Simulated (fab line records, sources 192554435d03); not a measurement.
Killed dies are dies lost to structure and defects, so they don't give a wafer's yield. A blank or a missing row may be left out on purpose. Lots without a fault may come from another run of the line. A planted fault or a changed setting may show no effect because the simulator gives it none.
Chamber matching | flow n5_finfet | N5_BEOL_M1_PRE_CLEAN_60 on cvd_co-01: 3 sister chambers
The step time 15 s. 30 wafers are shown with their chamber, then 12 later ones without.

WAFERS WITH THEIR CHAMBER
wafer  | chamber | heater_power_w (W)
L075.2 | 0       | 82
L075.3 | 0       | 82
L075.5 | 2       | 51
L080.2 | 1       | 54
L080.5 | 0       | 80
L080.6 | 2       | 50
L082.2 | 2       | 52
L082.3 | 0       | 85
L082.5 | 1       | 53
L083.1 | 2       | 52
L083.3 | 1       | 56
L083.4 | 0       | 83
L085.3 | 2       | 52
L085.5 | 2       | 52
L085.6 | 1       | 53
L087.2 | 0       | 83
L087.3 | 2       | 52
L087.5 | 0       | 82
L088.2 | 0       | 83
L088.4 | 2       | 51
L088.6 | 1       | 55
L089.1 | 2       | 50
L089.2 | 0       | 83
L089.3 | 1       | 55
L091.1 | 2       | 50
L091.5 | 1       | 54
L091.6 | 0       | 84
L092.3 | 2       | 52
L092.4 | 0       | 84
L092.5 | 0       | 85

SIGNATURES (means of the wafers above)
reading        | chamber 0 | chamber 1 | chamber 2 | scatter within a chamber
heater_power_w | 83.00     | 54.29     | 51.27     | 1.18
Rule: a wafer's distance from a chamber is the root of the sum, over the readings, of the square of ((its reading less the chamber's mean) divided by the reading's scatter). The wafer belongs to the nearest chamber; if the next one is less than 2 further off, it can't be placed. The scatter: the root of (the sum of the squares of (reading less its chamber's mean) over the shown wafers, divided by (wafers less chambers)).

WAFERS WITHOUT THEIR CHAMBER
wafer  | heater_power_w (W)
L093.1 | 54
L093.2 | 82
L093.5 | 84
L095.1 | 84
L095.3 | 52
L095.4 | 52
L096.2 | 52
L096.3 | 54
L096.6 | 56
L097.3 | 52
L097.5 | 53
L097.6 | 83

WHICH CHAMBER EACH WENT THROUGH
wafer  | from the rows above     | in truth
L093.1 | 1                       | 1
L093.2 | 0                       | 0
L093.5 | 0                       | 0
L095.1 | 0                       | 0
L095.3 | can't be placed: 2 or 1 | 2
L095.4 | can't be placed: 2 or 1 | 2
L096.2 | can't be placed: 2 or 1 | 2
L096.3 | 1                       | 1
L096.6 | 1                       | 1
L097.3 | can't be placed: 2 or 1 | 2
L097.5 | can't be placed: 1 or 2 | 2
L097.6 | 0                       | 0
Placed correctly: 7 of 12. Can't be placed from these rows: 5 (the true chamber is among the candidates in 5). Placed wrongly: 0.
